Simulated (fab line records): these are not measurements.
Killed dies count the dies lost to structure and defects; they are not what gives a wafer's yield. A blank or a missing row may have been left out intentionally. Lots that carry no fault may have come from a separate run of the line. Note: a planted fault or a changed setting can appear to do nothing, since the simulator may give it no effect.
Chamber matching	flow n5_finfet	4 sister chambers for N5_SD_EPI_P_ETCH_47 on rie_diel-06
The step etches SiOCN in CH3F/O2, target depth 25 nm. 18 wafers are shown with their chamber, then 9 later ones without.

## EACH WAFER AND ITS CHAMBER
wafer	chamber	drypump_motor_current_A (A)	showerhead_plenum_p_Torr (Torr)	throttle_valve_pct (%)
L074.1	3	5.6	2.09	16.43
L074.2	2	6.7	1.92	16.52
L074.6	1	5.8	1.93	15.98
L076.3	2	6.7	1.92	16.51
L076.4	3	5.6	2.09	16.45
L076.5	2	6.7	1.92	16.52
L079.1	1	5.8	1.93	16.01
L079.3	0	6.4	2.06	16.01
L079.4	3	5.6	2.09	16.47
L081.4	2	6.7	1.91	16.54
L081.5	2	6.7	1.91	16.54
L081.6	1	5.8	1.92	16.02
L090.1	3	5.6	2.08	16.47
L090.2	2	6.7	1.91	16.57
L090.4	0	6.4	2.05	16.04
L091.2	0	6.5	2.05	16.06
L091.4	3	5.6	2.08	16.51
L091.5	0	6.5	2.05	16.06

SIGNATURES, as means of the wafers listed above
reading	chamber 0	chamber 1	chamber 2	chamber 3	scatter within a chamber
drypump_motor_current_A	6.450	5.800	6.700	5.600	0.0267
showerhead_plenum_p_Torr	2.0525	1.9267	1.9150	2.0860	0.00542
throttle_valve_pct	16.0425	16.0033	16.5333	16.4660	0.0245
Rule: for a wafer and a chamber, the distance is found by dividing, reading by reading, the gap between the wafer's reading and the chamber's mean by the reading's scatter, squaring, summing and taking the root. If the next closest chamber is less than 2 further off than the closest, the wafer can't be placed; otherwise it belongs to the closest. The scatter: the root of (the sum of the squares of (reading less its chamber's mean) over the shown wafers, divided by (wafers less chambers)).

## WAFERS MISSING THEIR CHAMBER
wafer	drypump_motor_current_A (A)	showerhead_plenum_p_Torr (Torr)	throttle_valve_pct (%)
L093.1	6.4	2.05	16.05
L093.2	5.6	2.08	16.50
L093.4	5.8	1.92	16.04
L095.3	6.7	1.91	16.57
L095.4	5.6	2.08	16.51
L095.5	6.5	2.05	16.07
L097.2	6.4	2.05	16.08
L097.4	5.6	2.08	16.52
L097.6	5.5	2.08	16.51

## THE CHAMBER EACH PASSED THROUGH
wafer	from the rows above	in truth
L093.1	0	0
L093.2	3	3
L093.4	1	1
L095.3	2	2
L095.4	3	3
L095.5	0	0
L097.2	0	0
L097.4	3	3
L097.6	3	3
Correctly placed: 9 of 9. Not placeable from these rows: 0. 0 placed wrongly.
